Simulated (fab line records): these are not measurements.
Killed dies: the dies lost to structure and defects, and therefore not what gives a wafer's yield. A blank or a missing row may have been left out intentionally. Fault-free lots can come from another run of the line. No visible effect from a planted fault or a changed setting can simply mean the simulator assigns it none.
Matching of chambers / flow nand-harc / rie-diel-07 running NHARC_A_CONTACT_ETCH_75: 4 sister chambers
The step etches the open film in CF4, target depth 39 nm, time 65 s. 22 wafers are shown with their chamber, then 11 later ones without.

EACH WAFER AND ITS CHAMBER
wafer=L078.1; chamber=0; showerhead-plenum-p-Torr (Torr)=1.79; drypump-motor-current-A (A)=5.94; rf-vpp-V (V)=151.6
wafer=L078.3; chamber=2; showerhead-plenum-p-Torr (Torr)=1.68; drypump-motor-current-A (A)=5.92; rf-vpp-V (V)=150.4
wafer=L078.4; chamber=3; showerhead-plenum-p-Torr (Torr)=1.69; drypump-motor-current-A (A)=5.71; rf-vpp-V (V)=150.9
wafer=L076.1; chamber=3; showerhead-plenum-p-Torr (Torr)=1.68; drypump-motor-current-A (A)=5.70; rf-vpp-V (V)=149.8
wafer=L076.2; chamber=1; showerhead-plenum-p-Torr (Torr)=1.88; drypump-motor-current-A (A)=5.64; rf-vpp-V (V)=153.1
wafer=L076.6; chamber=0; showerhead-plenum-p-Torr (Torr)=1.79; drypump-motor-current-A (A)=5.93; rf-vpp-V (V)=151.2
wafer=L075.1; chamber=3; showerhead-plenum-p-Torr (Torr)=1.68; drypump-motor-current-A (A)=5.73; rf-vpp-V (V)=149.2
wafer=L075.3; chamber=0; showerhead-plenum-p-Torr (Torr)=1.79; drypump-motor-current-A (A)=5.93; rf-vpp-V (V)=151.8
wafer=L075.4; chamber=2; showerhead-plenum-p-Torr (Torr)=1.68; drypump-motor-current-A (A)=5.91; rf-vpp-V (V)=150.4
wafer=L083.1; chamber=0; showerhead-plenum-p-Torr (Torr)=1.79; drypump-motor-current-A (A)=5.95; rf-vpp-V (V)=153.1
wafer=L083.2; chamber=2; showerhead-plenum-p-Torr (Torr)=1.68; drypump-motor-current-A (A)=5.94; rf-vpp-V (V)=150.5
wafer=L083.6; chamber=3; showerhead-plenum-p-Torr (Torr)=1.68; drypump-motor-current-A (A)=5.69; rf-vpp-V (V)=150.4
wafer=L084.1; chamber=3; showerhead-plenum-p-Torr (Torr)=1.68; drypump-motor-current-A (A)=5.70; rf-vpp-V (V)=150.2
wafer=L084.3; chamber=2; showerhead-plenum-p-Torr (Torr)=1.68; drypump-motor-current-A (A)=5.92; rf-vpp-V (V)=151.4
wafer=L084.4; chamber=0; showerhead-plenum-p-Torr (Torr)=1.79; drypump-motor-current-A (A)=5.97; rf-vpp-V (V)=151.0
wafer=L081.1; chamber=0; showerhead-plenum-p-Torr (Torr)=1.79; drypump-motor-current-A (A)=5.93; rf-vpp-V (V)=152.0
wafer=L081.2; chamber=2; showerhead-plenum-p-Torr (Torr)=1.68; drypump-motor-current-A (A)=5.93; rf-vpp-V (V)=149.1
wafer=L081.6; chamber=1; showerhead-plenum-p-Torr (Torr)=1.88; drypump-motor-current-A (A)=5.64; rf-vpp-V (V)=152.6
wafer=L089.2; chamber=0; showerhead-plenum-p-Torr (Torr)=1.79; drypump-motor-current-A (A)=5.94; rf-vpp-V (V)=150.7
wafer=L089.4; chamber=2; showerhead-plenum-p-Torr (Torr)=1.68; drypump-motor-current-A (A)=5.93; rf-vpp-V (V)=150.2
wafer=L089.6; chamber=1; showerhead-plenum-p-Torr (Torr)=1.88; drypump-motor-current-A (A)=5.63; rf-vpp-V (V)=153.8
wafer=L086.1; chamber=2; showerhead-plenum-p-Torr (Torr)=1.68; drypump-motor-current-A (A)=5.94; rf-vpp-V (V)=149.4

SIGNATURES (means of the wafers above)
reading=showerhead-plenum-p-Torr; chamber 0=1.7900; chamber 1=1.8800; chamber 2=1.6800; chamber 3=1.6820; scatter within a chamber=0.00211
reading=drypump-motor-current-A; chamber 0=5.9414; chamber 1=5.6367; chamber 2=5.9271; chamber 3=5.7060; scatter within a chamber=0.0129
reading=rf-vpp-V; chamber 0=151.629; chamber 1=153.167; chamber 2=150.200; chamber 3=150.100; scatter within a chamber=0.73
Rule: a wafer lies at a distance from a chamber equal to the root of the sum of squares, over the readings, of (its reading less the chamber's mean, divided by the reading's scatter). If the next closest chamber is less than 2 further off than the closest, the wafer can't be placed; otherwise it belongs to the closest. The scatter is the square root of a quotient: the sum, over the shown wafers, of each reading's squared deviation from its chamber's mean, divided by wafers minus chambers.

WAFERS WITH NO CHAMBER GIVEN
wafer=L086.3; showerhead-plenum-p-Torr (Torr)=1.68; drypump-motor-current-A (A)=5.92; rf-vpp-V (V)=149.4
wafer=L086.6; showerhead-plenum-p-Torr (Torr)=1.79; drypump-motor-current-A (A)=6.00; rf-vpp-V (V)=153.4
wafer=L088.1; showerhead-plenum-p-Torr (Torr)=1.68; drypump-motor-current-A (A)=5.74; rf-vpp-V (V)=150.9
wafer=L088.2; showerhead-plenum-p-Torr (Torr)=1.79; drypump-motor-current-A (A)=5.96; rf-vpp-V (V)=152.9
wafer=L088.5; showerhead-plenum-p-Torr (Torr)=1.79; drypump-motor-current-A (A)=5.97; rf-vpp-V (V)=152.3
wafer=L092.4; showerhead-plenum-p-Torr (Torr)=1.68; drypump-motor-current-A (A)=5.71; rf-vpp-V (V)=150.8
wafer=L092.5; showerhead-plenum-p-Torr (Torr)=1.68; drypump-motor-current-A (A)=5.94; rf-vpp-V (V)=150.4
wafer=L092.6; showerhead-plenum-p-Torr (Torr)=1.88; drypump-motor-current-A (A)=5.67; rf-vpp-V (V)=152.4
wafer=L097.2; showerhead-plenum-p-Torr (Torr)=1.68; drypump-motor-current-A (A)=5.73; rf-vpp-V (V)=149.7
wafer=L097.4; showerhead-plenum-p-Torr (Torr)=1.68; drypump-motor-current-A (A)=5.95; rf-vpp-V (V)=148.1
wafer=L097.6; showerhead-plenum-p-Torr (Torr)=1.88; drypump-motor-current-A (A)=5.65; rf-vpp-V (V)=151.8

EACH ONE'S CHAMBER
wafer=L086.3; from the rows above=2; in truth=2
wafer=L086.6; from the rows above=0; in truth=0
wafer=L088.1; from the rows above=3; in truth=3
wafer=L088.2; from the rows above=0; in truth=0
wafer=L088.5; from the rows above=0; in truth=0
wafer=L092.4; from the rows above=3; in truth=3
wafer=L092.5; from the rows above=2; in truth=2
wafer=L092.6; from the rows above=1; in truth=1
wafer=L097.2; from the rows above=3; in truth=3
wafer=L097.4; from the rows above=2; in truth=2
wafer=L097.6; from the rows above=1; in truth=1
Correct placement for 11 of the 11. From these rows, 0 cannot be placed. Placed wrongly: 0.
